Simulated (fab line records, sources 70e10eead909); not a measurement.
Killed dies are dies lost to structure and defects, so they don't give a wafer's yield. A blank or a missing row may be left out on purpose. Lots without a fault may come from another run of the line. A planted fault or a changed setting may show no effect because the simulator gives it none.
Chamber matching | flow nand_harc | NHARC_A_CHANNEL_FILL_D2_ALD_16 on ald_hk-03: 4 sister chambers
The step deposits SiO2, target thk 1.5 nm, pulse time 10 s, ald cycles 15. 20 wafers are shown with their chamber, then 10 later ones without.

WAFERS WITH THEIR CHAMBER
wafer  | chamber | heater_power_w (W) | susceptor_temp_C (C) | precursor_pulse_height_rel
L079.1 | 3       | 407                | 300.28               | 1.002
L079.2 | 2       | 434                | 299.73               | 1.001
L079.4 | 1       | 507                | 300.00               | 0.963
L083.1 | 1       | 509                | 300.17               | 0.998
L083.2 | 0       | 393                | 299.85               | 1.009
L083.3 | 2       | 453                | 299.91               | 1.013
L085.1 | 0       | 388                | 299.99               | 1.010
L085.2 | 1       | 504                | 299.96               | 1.029
L085.5 | 1       | 510                | 299.93               | 0.993
L087.3 | 3       | 436                | 300.15               | 1.026
L087.4 | 0       | 387                | 300.13               | 1.000
L087.6 | 0       | 390                | 300.18               | 1.001
L088.1 | 2       | 462                | 300.04               | 0.956
L088.2 | 3       | 433                | 300.16               | 1.015
L088.6 | 3       | 432                | 299.88               | 1.003
L089.1 | 0       | 388                | 300.06               | 0.987
L089.3 | 3       | 433                | 300.12               | 0.959
L089.4 | 1       | 523                | 299.88               | 1.007
L091.1 | 1       | 506                | 300.27               | 0.974
L091.3 | 3       | 431                | 300.28               | 0.976

SIGNATURES (means of the wafers above)
reading                    | chamber 0 | chamber 1 | chamber 2 | chamber 3 | scatter within a chamber
heater_power_w             | 389.20    | 509.83    | 449.67    | 428.67    | 8.8
susceptor_temp_C           | 300.0420  | 300.0350  | 299.8933  | 300.1450  | 0.145
precursor_pulse_height_rel | 1.00140   | 0.99400   | 0.99000   | 0.99683   | 0.0224
Rule: a wafer's distance from a chamber is the root of the sum, over the readings, of the square of ((its reading less the chamber's mean) divided by the reading's scatter). The wafer belongs to the nearest chamber; if the next one is less than 2 further off, it can't be placed. The scatter: the root of (the sum of the squares of (reading less its chamber's mean) over the shown wafers, divided by (wafers less chambers)).

WAFERS WITHOUT THEIR CHAMBER
wafer  | heater_power_w (W) | susceptor_temp_C (C) | precursor_pulse_height_rel
L091.4 | 388                | 300.08               | 0.983
L093.2 | 510                | 299.97               | 1.011
L093.5 | 386                | 299.93               | 0.999
L093.6 | 425                | 300.02               | 1.019
L095.2 | 425                | 300.11               | 1.016
L095.4 | 525                | 299.71               | 1.011
L095.6 | 430                | 300.07               | 1.023
L097.2 | 507                | 299.60               | 1.012
L097.3 | 468                | 299.94               | 1.004
L097.5 | 378                | 300.01               | 0.996

WHICH CHAMBER EACH WENT THROUGH
wafer  | from the rows above     | in truth
L091.4 | 0                       | 0
L093.2 | 1                       | 1
L093.5 | 0                       | 0
L093.6 | can't be placed: 3 or 2 | 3
L095.2 | 3                       | 3
L095.4 | 1                       | 1
L095.6 | can't be placed: 3 or 2 | 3
L097.2 | 1                       | 1
L097.3 | 2                       | 2
L097.5 | 0                       | 0
Placed correctly: 8 of 10. Can't be placed from these rows: 2 (the true chamber is among the candidates in 2). Placed wrongly: 0.
